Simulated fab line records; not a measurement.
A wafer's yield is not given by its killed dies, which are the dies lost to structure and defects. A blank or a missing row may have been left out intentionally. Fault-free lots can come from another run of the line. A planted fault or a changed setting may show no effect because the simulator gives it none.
What tool caused it? || flow nandHarc || 11 lots, 32 wafers sampled, at 5 steps of a route of 1302

== WHAT EACH GAUGE READ, for each wafer ==
NHARC_END_SORT_01. Usual: for defectLimitedYield, 90 % with a standard deviation of 3.8; for killedAtArray, 61 with a standard deviation of 26; for killedAtOther, 0.8 with a standard deviation of 1.1; for killedAtPeriphery, 4.0 with a standard deviation of 2.6; for killedDies, 66 with a standard deviation of 26; for killedOpen, 3.1 with a standard deviation of 1.7; for killedShort, 2.5 with a standard deviation of 1.5.
{"lot": "L893", "measured": "day 27 20:20", "on": "prober-01", "defectLimitedYield (%)": "95 95 94", "killedAtArray": "32 34 34", "killedAtOther": "1 1 1", "killedAtPeriphery": "4 0 3", "killedDies": "37 35 38", "killedOpen": "5 1 1", "killedShort": "2 2 5", "flag": ""}
{"lot": "L902", "measured": "day 31 19:25", "on": "prober-01", "defectLimitedYield (%)": "0 93", "killedAtArray": "669 46", "killedAtOther": "0 0", "killedAtPeriphery": "8 3", "killedDies": "677 49", "killedOpen": "1 1", "killedShort": "1 4", "flag": "OFF"}
{"lot": "L903", "measured": "day 31 18:39", "on": "prober-02", "defectLimitedYield (%)": "93 0 94", "killedAtArray": "36 665 32", "killedAtOther": "2 1 2", "killedAtPeriphery": "7 11 6", "killedDies": "45 677 40", "killedOpen": "2 3 1", "killedShort": "4 3 1", "flag": "OFF"}
{"lot": "L904", "measured": "day 33 04:27", "on": "prober-01", "defectLimitedYield (%)": "0 94 92", "killedAtArray": "672 38 50", "killedAtOther": "3 1 1", "killedAtPeriphery": "2 0 2", "killedDies": "677 39 53", "killedOpen": "5 1 2", "killedShort": "1 4 1", "flag": "OFF"}

== WHAT TOOL EACH LOT RAN ON (gives the tool, then ch and the chambers of the sampled wafers, and finally the start) ==
{"lot": "L885", "NHARC_A_M1_DEP_33": "pecvd-01 ch 0,1,2, day 23 02:07", "NHARC_A_BONDPAD_DESCUM_11": "rieDiel-10 ch 1,3, day 23 04:07", "NHARC_A_BONDPAD_ETCH_12": "rieDiel-10 ch 0,2,3, day 23 04:18", "NHARC_A_BONDPAD_ETCH_24": "rieDiel-03 ch 0,1,2, no start"}
{"lot": "L890", "NHARC_A_M1_DEP_33": "pecvd-04 ch 0,1,2, day 24 14:10", "NHARC_A_BONDPAD_DESCUM_11": "rieDiel-03 ch 0,1,2, day 24 16:02", "NHARC_A_BONDPAD_ETCH_12": "rieDiel-03 ch 0,2,3, day 24 16:12", "NHARC_A_BONDPAD_ETCH_24": "rieDiel-11 ch 0,1,3, no start"}
{"lot": "L892", "NHARC_A_M1_DEP_33": "pecvd-02 ch 1,2, day 26 09:31", "NHARC_A_BONDPAD_DESCUM_11": "rieDiel-03 ch 0,1, day 26 11:32", "NHARC_A_BONDPAD_ETCH_12": "rieDiel-03 ch 1,2,3, day 26 11:41", "NHARC_A_BONDPAD_ETCH_24": "rieDiel-03 ch 1,3, no start"}
{"lot": "L893", "NHARC_A_M1_DEP_33": "pecvd-02 ch 1,2, day 26 11:04", "NHARC_A_BONDPAD_DESCUM_11": "rieDiel-03 ch 0,1, day 26 12:56", "NHARC_A_BONDPAD_ETCH_12": "rieDiel-03 ch 0,2,3, day 26 13:07", "NHARC_A_BONDPAD_ETCH_24": "rieDiel-03 ch 0,2, day 27 20:20 or earlier"}
{"lot": "L894", "NHARC_A_M1_DEP_33": "pecvd-01 ch 0,1,2, day 27 09:25", "NHARC_A_BONDPAD_DESCUM_11": "rieDiel-11 ch 0,2,3, day 27 11:17", "NHARC_A_BONDPAD_ETCH_12": "rieDiel-11 ch 2,3, day 27 11:28", "NHARC_A_BONDPAD_ETCH_24": "rieDiel-11 ch 0,3, no start"}
{"lot": "L895", "NHARC_A_M1_DEP_33": "pecvd-01 ch 0,2, day 28 02:00", "NHARC_A_BONDPAD_DESCUM_11": "rieDiel-03 ch 2,3, day 28 03:47", "NHARC_A_BONDPAD_ETCH_12": "rieDiel-03 ch 0,1, day 28 03:58", "NHARC_A_BONDPAD_ETCH_24": "rieDiel-10 ch 1,2,3, no start"}
{"lot": "L902", "NHARC_A_M1_DEP_33": "pecvd-01 ch 1,2, day 30 05:02", "NHARC_A_BONDPAD_DESCUM_11": "rieDiel-03 ch 0,1, day 30 06:57", "NHARC_A_BONDPAD_ETCH_12": "rieDiel-03 ch 1,2, day 30 07:07", "NHARC_A_BONDPAD_ETCH_24": "rieDiel-10 ch 3, day 30 07:30"}
{"lot": "L903", "NHARC_A_M1_DEP_33": "pecvd-02 ch 0,1,2, day 30 09:39", "NHARC_A_BONDPAD_DESCUM_11": "rieDiel-03 ch 0,1,3, day 30 11:32", "NHARC_A_BONDPAD_ETCH_12": "rieDiel-03 ch 1,2,3, day 30 11:42", "NHARC_A_BONDPAD_ETCH_24": "rieDiel-03 ch 1,2,3, day 31 18:39 or earlier"}
{"lot": "L905", "NHARC_A_M1_DEP_33": "pecvd-01 ch 1,2, day 31 09:49", "NHARC_A_BONDPAD_DESCUM_11": "rieDiel-11 ch 0,1,3, day 31 11:45", "NHARC_A_BONDPAD_ETCH_12": "rieDiel-11 ch 0,1,2, day 31 11:56", "NHARC_A_BONDPAD_ETCH_24": "rieDiel-03 ch 0,1,3, no start"}
{"lot": "L904", "NHARC_A_M1_DEP_33": "pecvd-04 ch 0,1, day 31 11:08", "NHARC_A_BONDPAD_DESCUM_11": "rieDiel-03 ch 0,1, day 31 13:05", "NHARC_A_BONDPAD_ETCH_12": "rieDiel-03 ch 0,2,3, day 31 13:15", "NHARC_A_BONDPAD_ETCH_24": "rieDiel-11 ch 0,1,2, day 33 04:27 or earlier"}
{"lot": "L906", "NHARC_A_M1_DEP_33": "pecvd-01 ch 0,1, day 32 02:01", "NHARC_A_BONDPAD_DESCUM_11": "rieDiel-11 ch 0,1,2, day 32 04:09", "NHARC_A_BONDPAD_ETCH_12": "rieDiel-11 ch 1,2, day 32 04:19", "NHARC_A_BONDPAD_ETCH_24": "rieDiel-03 ch 1,2, day 32 04:43"}
- NHARC_A_M1_DEP_33: deposits SiCN, target thk 30 nm.
- NHARC_A_BONDPAD_DESCUM_11: chemistry O2, time 3 s.
- NHARC_A_BONDPAD_ETCH_12: etches the open film in CHF3/O2, target depth 220 nm, time 110 s.
- NHARC_A_BONDPAD_ETCH_24: etches the open film in CF4/N2, target depth 30 nm, time 72.99 s.

== WHAT THE TOOLS THEMSELVES READ (means of the sampled wafers that have a number; where no wafer has one, the mark that the record gives instead) ==
NHARC_A_M1_DEP_33. Usual: heaterPowerW 585 W, standard deviation 80; rfFwdPowerW 448.9 W, standard deviation 1.4; showerheadVppV 1290 V, standard deviation 80.
{"lot": "L885", "tool": "pecvd-01", "heaterPowerW (W)": 623, "rfFwdPowerW (W)": 449.3, "showerheadVppV (V)": 1327, "flag": ""}
{"lot": "L890", "tool": "pecvd-04", "heaterPowerW (W)": 624, "rfFwdPowerW (W)": 448.1, "showerheadVppV (V)": 1269, "flag": ""}
{"lot": "L892", "tool": "pecvd-02", "heaterPowerW (W)": 555, "rfFwdPowerW (W)": 447.2, "showerheadVppV (V)": 1209, "flag": ""}
{"lot": "L893", "tool": "pecvd-02", "heaterPowerW (W)": 533, "rfFwdPowerW (W)": 449.1, "showerheadVppV (V)": 1213, "flag": ""}
{"lot": "L894", "tool": "pecvd-01", "heaterPowerW (W)": 575, "rfFwdPowerW (W)": 450.5, "showerheadVppV (V)": 1327, "flag": ""}
{"lot": "L895", "tool": "pecvd-01", "heaterPowerW (W)": 555, "rfFwdPowerW (W)": 449.9, "showerheadVppV (V)": 1287, "flag": ""}
{"lot": "L902", "tool": "pecvd-01", "heaterPowerW (W)": 628, "rfFwdPowerW (W)": 449.6, "showerheadVppV (V)": 1376, "flag": ""}
{"lot": "L903", "tool": "pecvd-02", "heaterPowerW (W)": 548, "rfFwdPowerW (W)": 449.4, "showerheadVppV (V)": 1202, "flag": ""}
{"lot": "L905", "tool": "pecvd-01", "heaterPowerW (W)": 582, "rfFwdPowerW (W)": 449.0, "showerheadVppV (V)": 1392, "flag": ""}
{"lot": "L904", "tool": "pecvd-04", "heaterPowerW (W)": 583, "rfFwdPowerW (W)": 448.4, "showerheadVppV (V)": 1299, "flag": ""}
{"lot": "L906", "tool": "pecvd-01", "heaterPowerW (W)": 581, "rfFwdPowerW (W)": 449.0, "showerheadVppV (V)": 1277, "flag": ""}

NHARC_A_BONDPAD_DESCUM_11. Usual: drypumpMotorCurrentA 5.8 A, standard deviation 0.46; oesProductAu 1.000 a.u., standard deviation 0.013; rfVppV 57.9 V, standard deviation 0.88; showerheadPlenumPTorr 1.95 Torr, standard deviation 0.06; throttleValvePct 11.312 %, standard deviation 0.0093.
{"lot": "L885", "tool": "rieDiel-10", "drypumpMotorCurrentA (A)": 5.4, "oesProductAu (a.u.)": 1.009, "rfVppV (V)": 57.8, "showerheadPlenumPTorr (Torr)": 1.91, "throttleValvePct (%)": 11.307, "flag": ""}
{"lot": "L890", "tool": "rieDiel-03", "drypumpMotorCurrentA (A)": 5.5, "oesProductAu (a.u.)": 1.014, "rfVppV (V)": 58.2, "showerheadPlenumPTorr (Torr)": 1.93, "throttleValvePct (%)": 11.316, "flag": ""}
{"lot": "L892", "tool": "rieDiel-03", "drypumpMotorCurrentA (A)": 5.5, "oesProductAu (a.u.)": 1.008, "rfVppV (V)": 57.3, "showerheadPlenumPTorr (Torr)": 1.94, "throttleValvePct (%)": 11.313, "flag": ""}
{"lot": "L893", "tool": "rieDiel-03", "drypumpMotorCurrentA (A)": 5.5, "oesProductAu (a.u.)": 1.011, "rfVppV (V)": 57.7, "showerheadPlenumPTorr (Torr)": 1.94, "throttleValvePct (%)": 11.319, "flag": ""}
{"lot": "L894", "tool": "rieDiel-11", "drypumpMotorCurrentA (A)": 5.8, "oesProductAu (a.u.)": 1.002, "rfVppV (V)": 57.8, "showerheadPlenumPTorr (Torr)": 1.94, "throttleValvePct (%)": 11.314, "flag": ""}
{"lot": "L895", "tool": "rieDiel-03", "drypumpMotorCurrentA (A)": 5.7, "oesProductAu (a.u.)": 0.988, "rfVppV (V)": 58.1, "showerheadPlenumPTorr (Torr)": 1.97, "throttleValvePct (%)": 11.318, "flag": ""}
{"lot": "L902", "tool": "rieDiel-03", "drypumpMotorCurrentA (A)": 5.7, "oesProductAu (a.u.)": 0.994, "rfVppV (V)": 58.1, "showerheadPlenumPTorr (Torr)": 1.94, "throttleValvePct (%)": 11.308, "flag": ""}
{"lot": "L903", "tool": "rieDiel-03", "drypumpMotorCurrentA (A)": 5.9, "oesProductAu (a.u.)": 0.987, "rfVppV (V)": 58.1, "showerheadPlenumPTorr (Torr)": 1.98, "throttleValvePct (%)": 11.318, "flag": ""}
{"lot": "L905", "tool": "rieDiel-11", "drypumpMotorCurrentA (A)": 6.0, "oesProductAu (a.u.)": 1.003, "rfVppV (V)": 57.6, "showerheadPlenumPTorr (Torr)": 1.93, "throttleValvePct (%)": 11.317, "flag": ""}
{"lot": "L904", "tool": "rieDiel-03", "drypumpMotorCurrentA (A)": 5.5, "oesProductAu (a.u.)": 0.993, "rfVppV (V)": 57.7, "showerheadPlenumPTorr (Torr)": 1.94, "throttleValvePct (%)": 11.306, "flag": ""}
{"lot": "L906", "tool": "rieDiel-11", "drypumpMotorCurrentA (A)": 5.7, "oesProductAu (a.u.)": 0.989, "rfVppV (V)": 57.2, "showerheadPlenumPTorr (Torr)": 1.91, "throttleValvePct (%)": 11.309, "flag": ""}

NHARC_A_BONDPAD_ETCH_12. Usual: for drypumpMotorCurrentA, 5.8 A with a standard deviation of 0.45; for oesProductAu, 0.950 a.u. with a standard deviation of 0.024; for rfFwdPowerW, 496.7 W with a standard deviation of 1.6; for rfVppV, 371.5 V with a standard deviation of 1.6; for runLengthS, 131.2 s with a standard deviation of 0.38; for showerheadPlenumPTorr, 2.45 Torr with a standard deviation of 0.069; for throttleValvePct, 20.571 % with a standard deviation of 0.0088.
{"lot": "L885", "tool": "rieDiel-10", "drypumpMotorCurrentA (A)": 5.9, "oesProductAu (a.u.)": 0.926, "rfFwdPowerW (W)": 496.9, "rfVppV (V)": 370.1, "runLengthS (s)": 130.8, "showerheadPlenumPTorr (Torr)": 2.34, "throttleValvePct (%)": 20.569, "flag": ""}
{"lot": "L890", "tool": "rieDiel-03", "drypumpMotorCurrentA (A)": 5.7, "oesProductAu (a.u.)": 0.956, "rfFwdPowerW (W)": 496.2, "rfVppV (V)": 372.3, "runLengthS (s)": 130.7, "showerheadPlenumPTorr (Torr)": 2.49, "throttleValvePct (%)": 20.566, "flag": ""}
{"lot": "L892", "tool": "rieDiel-03", "drypumpMotorCurrentA (A)": 5.9, "oesProductAu (a.u.)": 0.982, "rfFwdPowerW (W)": 496.1, "rfVppV (V)": 371.1, "runLengthS (s)": 131.4, "showerheadPlenumPTorr (Torr)": 2.47, "throttleValvePct (%)": 20.571, "flag": ""}
{"lot": "L893", "tool": "rieDiel-03", "drypumpMotorCurrentA (A)": 5.7, "oesProductAu (a.u.)": 0.938, "rfFwdPowerW (W)": 496.7, "rfVppV (V)": 372.8, "runLengthS (s)": 130.8, "showerheadPlenumPTorr (Torr)": 2.49, "throttleValvePct (%)": 20.572, "flag": ""}
{"lot": "L894", "tool": "rieDiel-11", "drypumpMotorCurrentA (A)": 5.9, "oesProductAu (a.u.)": 0.962, "rfFwdPowerW (W)": 497.5, "rfVppV (V)": 372.8, "runLengthS (s)": 131.2, "showerheadPlenumPTorr (Torr)": 2.49, "throttleValvePct (%)": 20.577, "flag": ""}
{"lot": "L895", "tool": "rieDiel-03", "drypumpMotorCurrentA (A)": 5.5, "oesProductAu (a.u.)": 0.965, "rfFwdPowerW (W)": 497.9, "rfVppV (V)": 371.2, "runLengthS (s)": 131.3, "showerheadPlenumPTorr (Torr)": 2.44, "throttleValvePct (%)": 20.581, "flag": ""}
{"lot": "L902", "tool": "rieDiel-03", "drypumpMotorCurrentA (A)": 5.7, "oesProductAu (a.u.)": 0.954, "rfFwdPowerW (W)": 498.8, "rfVppV (V)": 370.9, "runLengthS (s)": 122.3, "showerheadPlenumPTorr (Torr)": 2.41, "throttleValvePct (%)": 20.578, "flag": "OFF"}
{"lot": "L903", "tool": "rieDiel-03", "drypumpMotorCurrentA (A)": 5.9, "oesProductAu (a.u.)": 0.978, "rfFwdPowerW (W)": 495.6, "rfVppV (V)": 371.8, "runLengthS (s)": 125.3, "showerheadPlenumPTorr (Torr)": 2.47, "throttleValvePct (%)": 20.567, "flag": "OFF"}
{"lot": "L905", "tool": "rieDiel-11", "drypumpMotorCurrentA (A)": 5.7, "oesProductAu (a.u.)": 0.923, "rfFwdPowerW (W)": 495.7, "rfVppV (V)": 370.9, "runLengthS (s)": 131.5, "showerheadPlenumPTorr (Torr)": 2.40, "throttleValvePct (%)": 20.577, "flag": ""}
{"lot": "L904", "tool": "rieDiel-03", "drypumpMotorCurrentA (A)": 5.7, "oesProductAu (a.u.)": 0.956, "rfFwdPowerW (W)": 495.8, "rfVppV (V)": 372.1, "runLengthS (s)": 125.2, "showerheadPlenumPTorr (Torr)": 2.49, "throttleValvePct (%)": 20.572, "flag": "OFF"}
{"lot": "L906", "tool": "rieDiel-11", "drypumpMotorCurrentA (A)": 5.6, "oesProductAu (a.u.)": 0.911, "rfFwdPowerW (W)": 497.3, "rfVppV (V)": 370.6, "runLengthS (s)": 131.7, "showerheadPlenumPTorr (Torr)": 2.44, "throttleValvePct (%)": 20.568, "flag": ""}

NHARC_A_BONDPAD_ETCH_24. Usual: for drypumpMotorCurrentA, 5.8 A with a standard deviation of 0.43; for oesProductAu, 1.000 a.u. with a standard deviation of 0.013; for rfFwdPowerW, 296.8 W with a standard deviation of 1.1; for rfVppV, 314.8 V with a standard deviation of 1.4; for runLengthS, 94.2 s with a standard deviation of 0.37; for showerheadPlenumPTorr, 2.66 Torr with a standard deviation of 0.078; for throttleValvePct, 19.794 % with a standard deviation of 0.0094.
{"lot": "L885", "tool": "rieDiel-03", "drypumpMotorCurrentA (A)": 5.5, "oesProductAu (a.u.)": 1.013, "rfFwdPowerW (W)": 297.1, "rfVppV (V)": 315.0, "runLengthS (s)": 94.2, "showerheadPlenumPTorr (Torr)": 2.65, "throttleValvePct (%)": 19.789, "flag": ""}
{"lot": "L890", "tool": "rieDiel-11", "drypumpMotorCurrentA (A)": 6.0, "oesProductAu (a.u.)": 1.007, "rfFwdPowerW (W)": 297.4, "rfVppV (V)": 315.3, "runLengthS (s)": 94.3, "showerheadPlenumPTorr (Torr)": 2.66, "throttleValvePct (%)": 19.801, "flag": ""}
{"lot": "L892", "tool": "rieDiel-03", "drypumpMotorCurrentA (A)": 6.3, "oesProductAu (a.u.)": 1.014, "rfFwdPowerW (W)": 295.6, "rfVppV (V)": 316.0, "runLengthS (s)": 93.9, "showerheadPlenumPTorr (Torr)": 2.75, "throttleValvePct (%)": 19.789, "flag": ""}
{"lot": "L893", "tool": "rieDiel-03", "drypumpMotorCurrentA (A)": 5.3, "oesProductAu (a.u.)": 1.008, "rfFwdPowerW (W)": 297.1, "rfVppV (V)": 314.7, "runLengthS (s)": 94.0, "showerheadPlenumPTorr (Torr)": 2.68, "throttleValvePct (%)": 19.799, "flag": ""}
{"lot": "L894", "tool": "rieDiel-11", "drypumpMotorCurrentA (A)": 6.1, "oesProductAu (a.u.)": 1.004, "rfFwdPowerW (W)": 297.4, "rfVppV (V)": 314.9, "runLengthS (s)": 94.1, "showerheadPlenumPTorr (Torr)": 2.68, "throttleValvePct (%)": 19.789, "flag": ""}
{"lot": "L895", "tool": "rieDiel-10", "drypumpMotorCurrentA (A)": 5.7, "oesProductAu (a.u.)": 0.989, "rfFwdPowerW (W)": 296.3, "rfVppV (V)": 313.9, "runLengthS (s)": 94.0, "showerheadPlenumPTorr (Torr)": 2.58, "throttleValvePct (%)": 19.784, "flag": ""}
{"lot": "L902", "tool": "rieDiel-10", "drypumpMotorCurrentA (A)": 6.2, "oesProductAu (a.u.)": 0.996, "rfFwdPowerW (W)": 297.8, "rfVppV (V)": 312.6, "runLengthS (s)": 93.8, "showerheadPlenumPTorr (Torr)": 2.54, "throttleValvePct (%)": 19.799, "flag": ""}
{"lot": "L903", "tool": "rieDiel-03", "drypumpMotorCurrentA (A)": 5.9, "oesProductAu (a.u.)": 1.001, "rfFwdPowerW (W)": 296.0, "rfVppV (V)": 314.2, "runLengthS (s)": 94.0, "showerheadPlenumPTorr (Torr)": 2.70, "throttleValvePct (%)": 19.800, "flag": ""}
{"lot": "L905", "tool": "rieDiel-03", "drypumpMotorCurrentA (A)": 5.9, "oesProductAu (a.u.)": 0.991, "rfFwdPowerW (W)": 298.0, "rfVppV (V)": 315.4, "runLengthS (s)": 93.9, "showerheadPlenumPTorr (Torr)": 2.71, "throttleValvePct (%)": 19.789, "flag": ""}
{"lot": "L904", "tool": "rieDiel-11", "drypumpMotorCurrentA (A)": 5.7, "oesProductAu (a.u.)": 0.993, "rfFwdPowerW (W)": 296.0, "rfVppV (V)": 314.8, "runLengthS (s)": 94.5, "showerheadPlenumPTorr (Torr)": 2.62, "throttleValvePct (%)": 19.793, "flag": ""}
{"lot": "L906", "tool": "rieDiel-03", "drypumpMotorCurrentA (A)": 5.8, "oesProductAu (a.u.)": 1.004, "rfFwdPowerW (W)": 296.7, "rfVppV (V)": 314.2, "runLengthS (s)": 94.5, "showerheadPlenumPTorr (Torr)": 2.63, "throttleValvePct (%)": 19.793, "flag": ""}

== THE ANSWER, worked out from the rows above alone ==
Rule: a lot is off if the mean of its wafers that have a number lies more than 3 standard deviations from the usual mean. Also off: a lot with no number at a reading for which 4 or more lots have one. All remaining lots with rows at the step are treated as sound. Order of review: gauges by route order, followed by the tools' own readings, for which a lot's mean as printed above is used. The first step at which some lot is off is used, and at that step the reading that is off furthest; a lot without a number counts as furthest.
Off: L902, L903, L904 (NHARC_END_SORT_01, defectLimitedYield). Neither off nor sound, because the step has no rows for them: L885, L890, L892, L894, L895, L905, L906.
If a tool, at a process step before that reading, ran all the lots that are off and no sound lot after the first of them, it fits. Not tried: the gauges at NHARC_END_SORT_01; whatever is off there is also off at NHARC_A_BONDPAD_ETCH_12, on other tools, and gauge error can't account for it. NHARC_A_BONDPAD_ETCH_24 gives no start for some lots, so the hours and the order of its lots are those of NHARC_END_SORT_01. One candidate fits, namely rieDiel-03 at NHARC_A_BONDPAD_DESCUM_11 and NHARC_A_BONDPAD_ETCH_12. At NHARC_A_BONDPAD_DESCUM_11 its last sound lot is L893 (day 26 12:56), its first lot that is off L902 (day 30 06:57): a fault that began between those two fits.

== WHAT HAD BEEN PUT IN BY THE SIMULATOR ==
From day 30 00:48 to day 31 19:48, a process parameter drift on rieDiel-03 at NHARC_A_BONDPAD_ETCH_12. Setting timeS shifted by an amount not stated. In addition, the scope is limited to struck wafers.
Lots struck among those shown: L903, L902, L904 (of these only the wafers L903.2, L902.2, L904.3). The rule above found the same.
